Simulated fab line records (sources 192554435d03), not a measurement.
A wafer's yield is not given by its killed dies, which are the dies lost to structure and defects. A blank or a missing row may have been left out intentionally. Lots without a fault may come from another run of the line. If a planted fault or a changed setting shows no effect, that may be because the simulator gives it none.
Matching of chambers -- flow n5Finfet -- 4 sister chambers for N5_MOL_CONTACT_COAG_ETCH_67 on rieDiel-03
The step etches SOC in N2/H2, target depth 60 nm, overetch 21 nm, time 101.2 s. 8 wafers are shown with their chamber, then 10 later ones without.

== WAFERS PAIRED WITH THEIR CHAMBERS ==
wafer,chamber,throttleValvePct (%),showerheadPlenumPTorr (Torr)
L080.5,2,17.89,2.50
L080.6,3,17.88,2.53
L084.2,2,17.91,2.50
L085.3,3,17.88,2.52
L086.2,1,17.45,2.60
L086.5,0,17.81,2.69
L089.1,1,17.46,2.60
L089.2,0,17.82,2.68

== WAFERS WITHOUT THEIR CHAMBER ==
wafer,throttleValvePct (%),showerheadPlenumPTorr (Torr)
L089.4,17.91,2.52
L092.2,17.49,2.59
L092.4,17.45,2.49
L092.6,17.48,2.59
L096.1,17.49,2.49
L096.2,17.48,2.59
L096.5,17.50,2.59
L097.2,17.50,2.49
L097.3,17.84,2.68
L097.4,17.50,2.59

== THE CHAMBER EACH PASSED THROUGH ==
wafer,from the rows above,in truth
L089.4,can't be placed: 3 or 2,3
L092.2,1,1
L092.4,1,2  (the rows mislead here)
L092.6,1,1
L096.1,1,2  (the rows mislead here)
L096.2,1,1
L096.5,1,1
L097.2,1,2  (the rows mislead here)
L097.3,0,0
L097.4,1,1
6 of 10 placed correctly. These rows do not allow placing 1 (true chamber among the candidates in 1). Wrongly placed: 3.
How it was worked out, from the rows above alone: a wafer's distance from a chamber is the root of the sum, over the readings, of the square of ((its reading less the chamber's mean) divided by the reading's scatter). The wafer belongs to the nearest chamber; if the next one is less than 2 further off, it can't be placed. The mean given for a chamber averages the wafers shown for that chamber. The scatter: take each reading less its chamber's mean, square it, sum over the shown wafers, divide by the number of wafers less the number of chambers, and take the root.
